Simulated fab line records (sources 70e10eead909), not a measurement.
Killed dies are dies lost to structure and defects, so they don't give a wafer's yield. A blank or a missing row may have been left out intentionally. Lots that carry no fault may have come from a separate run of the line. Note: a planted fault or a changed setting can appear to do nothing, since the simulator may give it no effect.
Matching of chambers ; flow nand-harc ; 4 sister chambers for NHARC_A_SLIT_ETCH_24 on rie-diel-09
The step etches the open film in CF4/CHF3, target depth 121 nm, time 60.5 s. 16 wafers are shown with their chamber, then 8 later ones without.

== EACH WAFER AND ITS CHAMBER ==
wafer;chamber;rf-vpp-V (V);throttle-valve-pct (%);oes-product-au (a.u.)
L074.1;1;373.4;16.812;0.971
L074.2;0;372.1;16.795;0.962
L074.5;3;371.6;16.796;0.964
L080.3;0;372.1;16.799;0.965
L080.4;1;372.6;16.814;0.961
L080.5;3;369.2;16.808;0.962
L078.1;1;374.2;16.807;0.964
L078.3;0;372.3;16.802;0.968
L078.5;1;374.5;16.809;0.968
L081.2;2;369.4;16.827;0.962
L081.5;2;369.6;16.824;0.959
L081.6;0;372.3;16.780;0.961
L083.1;0;370.3;16.810;0.979
L083.2;3;371.8;16.804;0.956
L083.3;1;374.8;16.802;0.985
L088.3;1;376.3;16.807;0.963

SIGNATURES (means of the wafers above)
reading;chamber 0;chamber 1;chamber 2;chamber 3;scatter within a chamber
rf-vpp-V;371.820;374.300;369.500;370.867;1.12
throttle-valve-pct;16.79720;16.80850;16.82550;16.80267;0.00741
oes-product-au;0.96700;0.96867;0.96050;0.96067;0.00727
Rule: distance of a wafer from a chamber = root of the sum over the readings of ((wafer's reading minus chamber's mean) / reading's scatter) squared. If the next closest chamber is less than 2 further off than the closest, the wafer can't be placed; otherwise it belongs to the closest. The scatter is the square root of a quotient: the sum, over the shown wafers, of each reading's squared deviation from its chamber's mean, divided by wafers minus chambers.

== WAFERS WITHOUT THEIR CHAMBER ==
wafer;rf-vpp-V (V);throttle-valve-pct (%);oes-product-au (a.u.)
L088.5;370.3;16.801;0.965
L088.6;371.5;16.813;0.992
L093.1;370.8;16.795;0.936
L093.2;372.6;16.805;0.930
L093.6;373.6;16.806;0.940
L095.1;368.7;16.817;0.971
L095.2;371.8;16.804;0.978
L095.4;372.2;16.813;0.970

== THE CHAMBER EACH PASSED THROUGH ==
wafer;from the rows above;in truth
L088.5;can't be placed: 3 or 0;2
L088.6;can't be placed: 0 or 1 or 3 or 2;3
L093.1;can't be placed: 3 or 0 or 2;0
L093.2;can't be placed: 3 or 0 or 1 or 2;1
L093.6;can't be placed: 3 or 1 or 0 or 2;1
L095.1;can't be placed: 2 or 3 or 0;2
L095.2;can't be placed: 0 or 3 or 1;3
L095.4;can't be placed: 1 or 0 or 3 or 2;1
Correct placement for 0 of the 8. Unplaceable from these rows: 8, with the true chamber sitting among the candidates in 7. Placed wrongly: 0.
